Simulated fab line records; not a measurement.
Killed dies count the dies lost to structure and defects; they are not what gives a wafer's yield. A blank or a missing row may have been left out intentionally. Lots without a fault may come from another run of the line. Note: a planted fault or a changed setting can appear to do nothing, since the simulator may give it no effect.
A lot that was struck, set against a sound lot    flow nand_harc    21 steps out of a route of 1302
Sound: the wafers L854.4, L854.5, L854.6. The struck wafers were L860.1, L860.3, L860.4. Last of all comes the cause.
Each step with rows lists, per side, the tool, then ch with its chambers, then its first start. Under that, the readings that differ: sound wafers    struck wafers    difference of the means    sigmas: that difference in standard deviations of wafers without a fault.
alike: readings with means less than 2 such deviations apart, plus words and numbers identical on both sides. not compared: withheld readings, readings lacking a value on some wafer, bounds such as >300 that could conceal the same value, and numbers that have no deviation in the record and whose values overlap.
The two part at a step that has a row with sigmas, a row that says differs or no value, or rows on one side only. Numbers that have no deviation but don't overlap get no sigmas and don't part them. Lack of a reading on every wafer of one side parts them only where that side has two or more wafers.

NHARC_A_BLC_CMP_25: polishes, t overpolish 30 s, target thk 150 nm.
  sound on cmp-03 ch 1,2, day 26 23:04; struck on cmp-02 ch 0,1,2, day 28 17:28
  alike: motor_current_A, overpolish_run_s, time_to_endpoint_s
  not compared: pad_life_wafers
after that, 1 step had no rows for these wafers: NHARC_A_BLC_SRD_27.
NHARC_A_BLC_INSPECT_28:
  sound on defect_inspect-01, day 26 23:28; struck on defect_inspect-01, day 28 17:50
  alike: raw_defect_count
then, 8 steps without rows for these wafers: NHARC_A_M0_DEP_00 (deposits SiOC, target thk 150 nm); NHARC_A_M0_DEHYDRATE_01 (time 120 s); NHARC_A_M0_HMDS_02 (time 30 s); NHARC_A_M0_COAT_33 (time 65 s); NHARC_A_M0_COAT_03 (resist thk 90 nm); NHARC_A_M0_SOFTBAKE_04 (time 55 s); NHARC_A_M0_EBR_05; NHARC_A_M0_EXPOSE_06 (exposes mask A M0, target cd 80 nm).
NHARC_A_M0_PEB_07: peb time 65 s.
  sound on litho_track-01 ch 0, day 27 00:17; struck on litho_track-04 ch 0, day 28 18:40
  alike: heater_power_total_W
then, 1 step without rows for these wafers: NHARC_A_M0_DEVELOP_08 (develop time 35 s).
NHARC_A_M0_CD_MEAS_09 targets a cd of 80 nm.
  sound on cd_sem-01 ch 0, day 27 00:23; struck on cd_sem-01 ch 0, day 28 18:44
reading     sound           struck          difference  sigmas
cd_nm (nm)  80.3 80.7 80.3  94.2 94.5 94.1  +13.8       +23
NHARC_A_M0_OVL_MEAS_10: pitch 160 nm.
  sound on overlay-02, day 27 00:28; struck on overlay-01, day 28 18:50
  alike: overlay_x_nm, overlay_y_nm
NHARC_A_M0_INSPECT_11:
  sound on defect_inspect-01, day 27 00:30; struck on defect_inspect-01, day 28 18:52
  alike: raw_defect_count
NHARC_A_M0_DESCUM_14: chemistry O2, time 3 s.
  sound on rie_diel-11 ch 0,2,3, day 27 00:34; struck on rie_diel-12 ch 0,1,2, day 28 18:56
reading                sound             struck             difference  sigmas
model.A_M0.cd_nm (nm)  81.1 80.95 79.42  92.84 94.39 94.64  +13.47      
  alike: drypump_motor_current_A, o2_flow_sccm, oes_product_au, rf_vpp_V, showerhead_plenum_p_Torr, throttle_valve_pct
  not compared: rf_hours_counter_h
NHARC_A_M0_ETCH_34: etches the open film in N2/H2, target depth 40 nm, overetch 12 nm, time 43.94 s.
  sound on rie_diel-11 ch 0,3, day 27 00:38; struck on rie_diel-12 ch 1,2,3, day 28 19:01
reading                      sound        struck       difference  sigmas
drypump_motor_current_A (A)  6.4 6.6 6.4  5.9 4.7 5.1  -1.2        -2
  alike: n2_flow_sccm, oes_product_au, rf_fwd_power_W, rf_vpp_V, showerhead_plenum_p_Torr, throttle_valve_pct
  not compared: rf_hours_counter_h
NHARC_A_M0_ETCH_15: etches the open film in C4F8/Ar, target depth 150 nm, overetch 15 nm, time 82.5 s.
  sound on rie_diel-11 ch 0,1,2; struck on rie_diel-12 ch 1,2,3
reading                sound              struck             difference  sigmas
model.A_M0.cd_nm (nm)  80.75 80.96 79.18  92.79 94.23 94.74  +13.62      
  alike: oes_product_au, rf_fwd_power_W, rf_vpp_V
  not compared: rf_hours_counter_h
NHARC_A_M0_CD_MEAS_16:
  sound on cd_sem-02, day 27 00:52; struck on cd_sem-03, day 28 19:13
reading     sound           struck          difference  sigmas
cd_nm (nm)  81.0 81.1 79.3  93.1 94.3 95.0  +13.7       +16
NHARC_END_SORT_01:
  sound on prober-01 ch 0, day 28 23:07; struck on prober-01 ch 0, day 30 11:50
  alike: defect_limited_yield, killed_at_array, killed_at_other, killed_at_periphery, killed_dies, killed_open, killed_short

== WHERE THEY PART ==
Earliest at NHARC_A_M0_CD_MEAS_09; latest, in this record, at NHARC_A_M0_CD_MEAS_16. Later steps at which nothing parts them and some readings are alike: NHARC_END_SORT_01.

WHY: what the simulator had put in
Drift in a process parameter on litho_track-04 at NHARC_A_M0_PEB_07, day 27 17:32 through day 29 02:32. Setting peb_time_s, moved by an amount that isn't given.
